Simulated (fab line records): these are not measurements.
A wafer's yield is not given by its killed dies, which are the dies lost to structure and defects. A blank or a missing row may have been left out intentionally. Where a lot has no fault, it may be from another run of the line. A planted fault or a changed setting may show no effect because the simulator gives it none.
Matching of chambers | flow n5-finfet | 3 sister chambers for N5_BEOL_M6_ILD_DEP_00 on pecvd-01
The step deposits SiCOH lowk from DEMS/porogen, target thk 179.75 nm, time 33.4 s. 27 wafers are shown with their chamber, then 12 later ones without.

== WAFERS, EACH WITH ITS CHAMBER ==
wafer  | chamber | showerhead-plenum-p-Torr (Torr) | throttle-valve-pct (%) | heater-power-w (W)
L075.3 | 2       | 5.753                           | 14.9                   | 295
L075.4 | 0       | 5.724                           | 13.8                   | 304
L075.6 | 1       | 5.743                           | 14.7                   | 315
L074.2 | 1       | 5.746                           | 14.3                   | 342
L074.5 | 0       | 5.740                           | 13.9                   | 309
L074.6 | 2       | 5.744                           | 15.0                   | 316
L076.1 | 2       | 5.764                           | 15.2                   | 319
L076.3 | 1       | 5.754                           | 14.5                   | 357
L076.5 | 0       | 5.729                           | 13.5                   | 275
L078.1 | 1       | 5.743                           | 14.6                   | 340
L078.5 | 0       | 5.739                           | 13.6                   | 338
L078.6 | 1       | 5.743                           | 14.4                   | 345
L080.3 | 1       | 5.740                           | 14.2                   | 360
L080.4 | 0       | 5.747                           | 13.9                   | 343
L080.6 | 0       | 5.737                           | 13.8                   | 343
L081.3 | 1       | 5.754                           | 14.4                   | 353
L081.4 | 0       | 5.721                           | 13.6                   | 286
L081.5 | 1       | 5.750                           | 14.4                   | 342
L087.1 | 0       | 5.728                           | 13.5                   | 338
L087.4 | 1       | 5.735                           | 14.5                   | 332
L087.5 | 0       | 5.735                           | 13.9                   | 338
L089.1 | 2       | 5.760                           | 13.4                   | 332
L089.4 | 0       | 5.725                           | 13.7                   | 278
L089.6 | 2       | 5.750                           | 13.3                   | 331
L091.2 | 2       | 5.763                           | 13.6                   | 309
L091.5 | 0       | 5.740                           | 13.6                   | 341
L091.6 | 2       | 5.748                           | 13.9                   | 314

SIGNATURES (means of the wafers above)
reading                  | chamber 0 | chamber 1 | chamber 2 | scatter within a chamber
showerhead-plenum-p-Torr | 5.73318   | 5.74533   | 5.75457   | 0.00756
throttle-valve-pct       | 13.709    | 14.444    | 14.186    | 0.431
heater-power-w           | 317.55    | 342.89    | 316.57    | 20.6
Rule: distance of a wafer from a chamber = root of the sum over the readings of ((wafer's reading minus chamber's mean) / reading's scatter) squared. The wafer belongs to the nearest chamber; if the next one is less than 2 further off, it can't be placed. The scatter: take each reading less its chamber's mean, square it, sum over the shown wafers, divide by the number of wafers less the number of chambers, and take the root.

== WAFERS WHOSE CHAMBER IS MISSING ==
wafer  | showerhead-plenum-p-Torr (Torr) | throttle-valve-pct (%) | heater-power-w (W)
L093.1 | 5.717                           | 13.6                   | 283
L093.2 | 5.743                           | 14.3                   | 334
L093.6 | 5.757                           | 13.5                   | 281
L094.1 | 5.738                           | 14.5                   | 350
L094.4 | 5.736                           | 14.7                   | 347
L094.5 | 5.728                           | 13.9                   | 353
L092.4 | 5.756                           | 13.6                   | 316
L092.5 | 5.751                           | 13.8                   | 335
L092.6 | 5.736                           | 14.6                   | 348
L097.2 | 5.750                           | 13.5                   | 288
L097.3 | 5.721                           | 13.8                   | 273
L097.5 | 5.746                           | 13.4                   | 293

== THE CHAMBER EACH PASSED THROUGH ==
wafer  | from the rows above          | in truth
L093.1 | 0                            | 0
L093.2 | can't be placed: 1 or 2 or 0 | 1
L093.6 | can't be placed: 2 or 0 or 1 | 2
L094.1 | can't be placed: 1 or 0 or 2 | 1
L094.4 | can't be placed: 1 or 0 or 2 | 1
L094.5 | can't be placed: 0 or 1      | 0
L092.4 | can't be placed: 2 or 1 or 0 | 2
L092.5 | can't be placed: 2 or 1 or 0 | 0
L092.6 | can't be placed: 1 or 0 or 2 | 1
L097.2 | can't be placed: 2 or 0 or 1 | 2
L097.3 | 0                            | 0
L097.5 | can't be placed: 0 or 2 or 1 | 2
Placed correctly: 2 of 12. Unplaceable from these rows: 10, with the true chamber sitting among the candidates in 10. 0 placed wrongly.
